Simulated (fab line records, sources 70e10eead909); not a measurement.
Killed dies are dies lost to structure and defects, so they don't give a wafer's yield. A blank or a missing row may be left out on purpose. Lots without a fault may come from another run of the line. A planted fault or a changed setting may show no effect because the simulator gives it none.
Chamber matching | flow nand_harc | NHARC_P_M1_STRIP_18 on rie_diel-01: 4 sister chambers
The step strips in N2/H2. 14 wafers are shown with their chamber, then 7 later ones without.

WAFERS WITH THEIR CHAMBER
wafer  | chamber | drypump_motor_current_A (A) | throttle_valve_pct (%) | rf_vpp_V (V)
L884.2 | 2       | 4.91                        | 14.184                 | 90.8
L884.5 | 0       | 5.59                        | 14.161                 | 91.9
L884.6 | 2       | 4.92                        | 14.179                 | 90.4
L889.2 | 0       | 5.59                        | 14.173                 | 91.3
L889.5 | 0       | 5.61                        | 14.179                 | 90.3
L889.6 | 1       | 5.38                        | 14.171                 | 89.2
L891.1 | 3       | 5.98                        | 14.161                 | 89.3
L891.4 | 0       | 5.62                        | 14.186                 | 91.1
L891.5 | 2       | 4.93                        | 14.165                 | 89.9
L892.2 | 1       | 5.38                        | 14.158                 | 90.3
L892.3 | 3       | 5.97                        | 14.161                 | 92.4
L892.4 | 0       | 5.59                        | 14.165                 | 91.6
L893.1 | 1       | 5.32                        | 14.158                 | 90.2
L893.2 | 0       | 5.59                        | 14.159                 | 92.2

SIGNATURES (means of the wafers above)
reading                 | chamber 0 | chamber 1 | chamber 2 | chamber 3 | scatter within a chamber
drypump_motor_current_A | 5.5983    | 5.3600    | 4.9200    | 5.9750    | 0.0188
throttle_valve_pct      | 14.17050  | 14.16233  | 14.17600  | 14.16100  | 0.00937
rf_vpp_V                | 91.400    | 89.900    | 90.367    | 90.850    | 0.905
Rule: a wafer's distance from a chamber is the root of the sum, over the readings, of the square of ((its reading less the chamber's mean) divided by the reading's scatter). The wafer belongs to the nearest chamber; if the next one is less than 2 further off, it can't be placed. The scatter: the root of (the sum of the squares of (reading less its chamber's mean) over the shown wafers, divided by (wafers less chambers)).

WAFERS WITHOUT THEIR CHAMBER
wafer  | drypump_motor_current_A (A) | throttle_valve_pct (%) | rf_vpp_V (V)
L893.6 | 5.37                        | 14.178                 | 90.5
L894.2 | 5.60                        | 14.169                 | 92.2
L894.4 | 5.32                        | 14.167                 | 91.1
L894.5 | 5.60                        | 14.158                 | 91.2
L896.2 | 5.97                        | 14.155                 | 91.2
L896.5 | 5.61                        | 14.167                 | 90.6
L896.6 | 5.32                        | 14.163                 | 91.1

WHICH CHAMBER EACH WENT THROUGH
wafer  | from the rows above | in truth
L893.6 | 1                   | 1
L894.2 | 0                   | 0
L894.4 | 1                   | 1
L894.5 | 0                   | 0
L896.2 | 3                   | 3
L896.5 | 0                   | 0
L896.6 | 1                   | 1
Placed correctly: 7 of 7. Can't be placed from these rows: 0. Placed wrongly: 0.
